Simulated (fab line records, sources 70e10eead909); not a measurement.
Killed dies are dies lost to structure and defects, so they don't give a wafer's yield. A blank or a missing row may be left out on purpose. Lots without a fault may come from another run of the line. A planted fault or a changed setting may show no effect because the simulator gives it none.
fab line records | flow nand_harc
record lots=14 wafers=42 last_day=24
route steps=1159 shown P_CONTACT@245 THIN_TSV@1118 END@1159
lots that met no fault: from a run of the same line without faults
start_h: hours from the record's first day to the start of the lot's first wafer shown | wait_h: hours since the lot's step before | " the same as in the row above | L1.1+2: a row that stands for several wafers | - no value, or no start given | * or withheld: withheld | < > ~ a bound
route shown NAME@n: a module of which the file shows steps, and the number in the route of the first | usual: mean/standard deviation of fault-free wafers | same: alike in all rows | chamber/n: place in a boat | sites: the reading at each site | _std_site: their standard deviation | _edge_site: outer sites' mean less inner sites' | radius_mm: how far each site lies from the wafer's centre | mask NAME#n: copy n | behind: the tool/chamber that last shaped the wafer | hold: why the lot was held/for how many hours/how that ended | device: the transistor (n, p or np) that didn't switch | end of line: the same wafers' tests at the end of the route | a step without rows: its recipe alone | killed: dies lost to structure and defects at the first sort, not the wafer's yield | map: a wafer's dies, x killed, . not, _ none there
set.NAME: the setting as run; set.NAME@STEP: as run at that earlier step | model.NAME: the simulator's own value behind a step, which no gauge read
steps of the route over a sample of lots; a table a step, a row a wafer
services: from which hour (start_h, from the record's first day; less than 0 if before it) a tool's chamber was out of use, for how many hours, and why
## steps
# step NHARC_P_CONTACT_PRE_CLEAN_39
# recipe time_s=19.5 bias_v=250 gas=Ar
# columns lot.wafer tool chamber start_h wait_h
L954.1+4+6 pvd_sputter-03 - 114.89 -
L956.1+3+5 pvd_sputter-03 - 127.19 -
L957.3+6+5 pvd_sputter-02 - 141.50 -
L960.3+1+5 pvd_sputter-02 - 147.87 -
L962.4+1+5 pvd_sputter-03 - 165.44 -
L965.4+6+5 pvd_sputter-03 - 191.12 -
L969.1+4+5 pvd_sputter-03 - 204.49 -
L971.3+2+1 pvd_sputter-02 - 210.64 -
L970.4+3+6 pvd_sputter-01 - 213.90 -
L972.4+3+5 pvd_sputter-01 - 224.06 -
L973.3+2+5 pvd_sputter-02 - 225.36 -
L974.1+4+6 pvd_sputter-01 - 233.24 -
L976.3+6+5 pvd_sputter-02 - 245.25 -
L977.2+4+1 pvd_sputter-02 - 249.81 -
# step NHARC_THIN_TSV_DESCUM_14
# recipe time_s=3 o2_flow_sccm=200 ar_flow_sccm=0 bias_power_w=0 chemistry=O2
# usual drypump_motor_current_A=5.6/0.37 oes_product_au=1.000/0.01 rf_vpp_V=57.7/0.88 showerhead_plenum_p_Torr=1.89/0.07 throttle_valve_pct=11.310/0.0092
# columns lot.wafer tool chamber start_h wait_h drypump_motor_current_A oes_product_au rf_hours_counter_h rf_vpp_V showerhead_plenum_p_Torr throttle_valve_pct
L956.1 rie_diel-07 2 432.03 - 5.2 1.009 1 56.5 1.85 11.318
L956.3 " 1 " " 5.9 1.004 1 58.6 1.81 11.310
L956.5 " 1 " " 6.0 1.009 - 58.4 1.81 11.305
L954.1 rie_diel-07 3 434.00 - 5.1 1.000 1 58.5 1.93 11.322
L954.6 " 2 " " 5.2 1.003 - 57.5 1.84 11.309
L954.4 " 3 " " 5.1 1.008 - 57.2 1.94 11.318
L957.3 rie_diel-12 3 449.99 - 6.0 0.997 6 56.8 1.86 11.301
L957.6 " 1 " " 5.2 0.997 - 58.0 1.89 11.311
L957.5 " 2 " " 5.2 1.005 - 59.0 1.98 11.319
L960.1 rie_diel-12 3 462.99 - 6.0 0.985 7 58.2 1.86 11.312
L960.3 " 1 " " 5.2 0.990 7 57.3 1.89 11.323
L960.5 " 3 " " 6.0 0.988 - 57.1 1.86 11.295
L962.4 rie_diel-12 3 475.67 - 6.0 0.997 9 57.7 1.86 11.316
L962.1 " 1 " " 5.2 0.997 8 57.2 1.89 11.297
L962.5 " 2 " " 5.2 1.011 - 58.2 1.98 11.320
L965.4 rie_diel-01 1 491.49 - 5.3 0.999 11 59.2 2.04 11.299
L965.5 " 0 " " 5.8 0.991 - 58.6 1.86 11.315
L965.6 " 1 " " 5.3 0.999 - 59.3 2.04 11.304
L969.4 rie_diel-01 0 502.31 - 5.8 1.000 0 58.2 1.86 11.296
L969.1 " 1 " " 5.3 1.019 0 58.9 2.04 11.317
L969.5 " 3 " " 6.0 1.004 - 57.4 1.85 11.314
L971.2 rie_diel-12 1 519.20 - 5.3 1.005 12 58.3 1.89 11.311
L971.3 " 2 " " 5.2 0.999 14 57.9 1.98 11.300
L971.1 " 0 " " 6.0 0.990 13 56.3 1.78 11.308
L970.3 rie_diel-01 1 520.58 - 5.3 1.007 1 57.7 2.04 11.317
L970.4 " 3 " " 6.0 0.994 1 58.7 1.85 11.320
L970.6 " 1 " " 5.3 1.007 - 57.7 2.04 11.308
L972.3 rie_diel-07 2 523.54 - 5.2 1.002 7 58.3 1.84 11.299
L972.4 " 3 " " 5.0 1.003 7 58.8 1.93 11.319
L972.5 " 2 " " 5.2 1.006 - 58.0 1.84 11.324
L973.3 rie_diel-01 2 541.59 - 5.6 1.002 3 57.2 1.92 11.307
L973.2 " 0 " " 5.8 0.989 3 58.2 1.86 11.295
L973.5 " 1 " " 5.3 1.002 - 58.2 2.04 11.310
L974.1 rie_diel-12 0 542.80 - 6.0 0.994 16 57.1 1.78 11.307
L974.4 " 1 " " 5.3 0.998 14 57.8 1.89 11.316
L974.6 " 1 " " 5.3 0.994 - 59.4 1.89 11.310
L977.1 rie_diel-01 3 553.60 - 6.0 0.992 4 57.0 1.85 11.311
L977.2 " 0 " " 5.9 0.998 4 57.0 1.85 11.293
L977.4 " 2 " " 5.6 1.001 4 57.4 1.92 11.303
L976.3 rie_diel-07 2 554.80 - 5.2 1.002 10 58.2 1.84 11.299
L976.6 " 0 " " 6.0 0.998 - 58.6 1.87 11.317
L976.5 " 1 " " 6.0 1.021 - 55.9 1.81 11.313
# step NHARC_THIN_TSV_CD_MEAS_16
# usual cd_nm=1000.5/1.7
# columns lot.wafer tool chamber start_h wait_h cd_nm
L956.1 cd_sem-02 - 432.98 0.2 1004.3
L956.3 " - " " 1000.8
L956.5 " - " " 1001.2
L954.1 cd_sem-01 - 434.94 0.1 996.9
L954.4 " - " " 1001.3
L954.6 " - " " 1000.3
L957.3 cd_sem-02 - 450.78 0.1 1002.7
L957.5 " - " " 1002.0
L957.6 " - " " 1002.4
L960.1 cd_sem-02 - 463.95 0.1 996.6
L960.3 " - " " 1001.5
L960.5 " - " " 997.8
L962.1 cd_sem-02 - 476.47 0.1 1002.1
L962.4 " - " " 999.0
L962.5 " - " " 1002.1
L965.4 cd_sem-02 - 492.29 0.1 1000.8
L965.5 " - " " 999.4
L965.6 " - " " 999.2
L969.1 cd_sem-03 - 503.10 0.1 1000.0
L969.4 " - " " 999.1
L969.5 " - " " 1000.5
L971.1 cd_sem-02 - 519.99 0.1 1000.8
L971.2 " - " " 1000.0
L971.3 " - " " 1000.7
L970.3 cd_sem-03 - 521.38 0.1 999.9
L970.4 " - " " 999.7
L970.6 " - " " 996.7
L972.3 cd_sem-01 - 524.34 0.1 999.3
L972.4 " - " " 1000.9
L972.5 " - " " 1000.7
L973.2 cd_sem-02 - 542.39 0.1 998.9
L973.3 " - " " 1001.4
L973.5 " - " " 1001.7
L974.1 cd_sem-02 - 543.61 0.1 1002.3
L974.4 " - " " 1002.7
L974.6 " - " " 999.0
L977.1 cd_sem-02 - 554.40 0.1 1001.3
L977.2 " - " " 999.1
L977.4 " - " " 1001.9
L976.3 cd_sem-02 - 555.59 0.1 1002.3
L976.5 " - " " 997.8
L976.6 " - " " 1001.3
# step NHARC_END_SORT_01
# recipe temp_c=25
# usual killed_at_array=29/11 killed_at_other=0.7/1.1 killed_at_periphery=2.9/2.2 killed_dies=33/11 killed_open=3.1/1.8 killed_short=1.9/1.4
# same gross_dies=677
# columns lot.wafer tool chamber start_h wait_h killed_at_array killed_at_other killed_at_periphery killed_dies killed_open killed_short
L965.4 prober-01 0 515.98 3.4 34 0 0 34 0 2
L965.5 prober-01 0 516.78 3.7 28 1 2 31 3 2
L965.6 prober-01 0 517.57 4.0 21 1 28 50 2 0
L969.1 prober-01 0 521.42 2.5 44 1 4 49 5 1
L969.4 prober-01 0 523.80 3.4 49 3 0 52 2 2
L969.5 prober-01 0 524.59 3.7 32 7 31 70 3 1
# killed by level:class
L965.4 A_SLIT:chamber_film_flake=14 A_CHANNEL_HOLE_D1:chamber_film_flake=8 A_CONTACT:chamber_film_flake=6 A_SGD_CUT:chamber_film_flake=3 A_CHANNEL_FILL_D1:geometric_particle:short=2 A_STAIRCASE:chamber_film_flake=1
L965.5 A_SLIT:chamber_film_flake=13 A_CONTACT:chamber_film_flake=4 A_CHANNEL_HOLE_D1:chamber_film_flake=3 A_ZERO_WELL:chamber_film_flake=2 A_SGD_CUT:chamber_film_flake=2 P_CONTACT:geometric_particle:short=1 P_M2:geometric_particle:short=1 A_ONON_D1:geometric_particle:open=1
L965.6 P_CONTACT:unspecified=27 A_SLIT:chamber_film_flake=12 A_CONTACT:chamber_film_flake=4 A_CHANNEL_HOLE_D1:chamber_film_flake=2 A_CONTACT:geometric_particle:open=1 STARTING-WAFER:geometric_particle:open=1 P_M0:chamber_film_flake=1 A_STAIRCASE:chamber_film_flake=1
L969.1 A_SLIT:chamber_film_flake=18 A_CHANNEL_HOLE_D1:chamber_film_flake=17 A_STAIRCASE:chamber_film_flake=3 A_CONTACT:chamber_film_flake=3 P_STI:geometric_particle:open=1 P_CONTACT:geometric_particle:open=1 P_M1:geometric_particle:open=1 A_SOURCE_PLATE:geometric_particle:short=1
L969.4 A_SLIT:chamber_film_flake=21 A_CHANNEL_HOLE_D1:chamber_film_flake=18 A_STAIRCASE:chamber_film_flake=3 THIN_TSV:chamber_film_flake=3 A_CONTACT:chamber_film_flake=2 A_SOURCE_PLATE:geometric_particle:open=1 A_CHANNEL_FILL_D1:geometric_particle:short=1 A_WL_FILL:geometric_particle:short=1
L969.5 P_CONTACT:unspecified=28 A_CHANNEL_HOLE_D1:chamber_film_flake=17 A_SLIT:chamber_film_flake=7 A_STAIRCASE:chamber_film_flake=6 THIN_TSV:chamber_film_flake=6 P_GATE:geometric_particle:open=1 P_M1:geometric_particle:open=1 A_CONTACT:geometric_particle:short=1
## services
# columns tool chamber start_h hours kind
pvd_sputter-03 - 102.00 10.0 pm
rie_diel-01 3 125.16 3.9 repair
rie_diel-01 - 137.80 9.0 pm
pvd_sputter-02 - 174.14 7.8 repair
rie_diel-01 2 184.28 5.6 repair
rie_diel-12 2 184.40 13.2 repair
rie_diel-01 3 186.25 1.9 repair
rie_diel-12 - 202.52 9.0 pm
pvd_sputter-02 - 214.01 10.0 pm
rie_diel-01 1 236.53 3.4 repair
pvd_sputter-03 - 243.63 3.9 repair
rie_diel-01 3 248.64 6.8 repair
rie_diel-12 3 259.97 6.4 repair
pvd_sputter-03 - 261.82 19.4 repair
rie_diel-12 1 271.16 6.4 repair
rie_diel-01 - 314.80 9.0 pm
pvd_sputter-02 - 358.07 6.9 repair
rie_diel-12 - 379.52 9.0 pm
pvd_sputter-02 - 392.01 10.0 pm
pvd_sputter-02 - 411.04 2.2 repair
pvd_sputter-03 - 459.21 10.0 pm
pvd_sputter-03 - 481.22 5.5 repair
rie_diel-01 - 491.91 9.0 pm
rie_diel-12 1 496.25 15.7 repair
## key
first_sign step=NHARC_END_SORT_01 reading=killed_at_periphery direction=up sigmas=12 usual=2.9 struck=29.5
more_kills_born_at NHARC_P_CONTACT_PRE_CLEAN_39@pvd_sputter-03=55
met_at NHARC_P_CONTACT_PRE_CLEAN_39
struck_lots L965,L969
struck_wafers L965.6,L969.5
tester_left_out L965,L969
not_acting_at NHARC_THIN_TSV_DESCUM_14,NHARC_THIN_TSV_CD_MEAS_16
onset_between 165.44 191.12
fault kind=chamber_particle_source tool=pvd_sputter-03 chamber=- onset_h=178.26 steps=NHARC_P_CONTACT_PRE_CLEAN_39 rate_per_visit_cm2=0.5779 end_h=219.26 scope=struck_wafers_only
# tester_left_out: of these lots the tester's yield and bins aren't shown, on N5 and GAA mostly nor the transistor test; their killed dies are dies lost to structure and defects alone, not to doping, threshold or leakage, so they don't give the yield
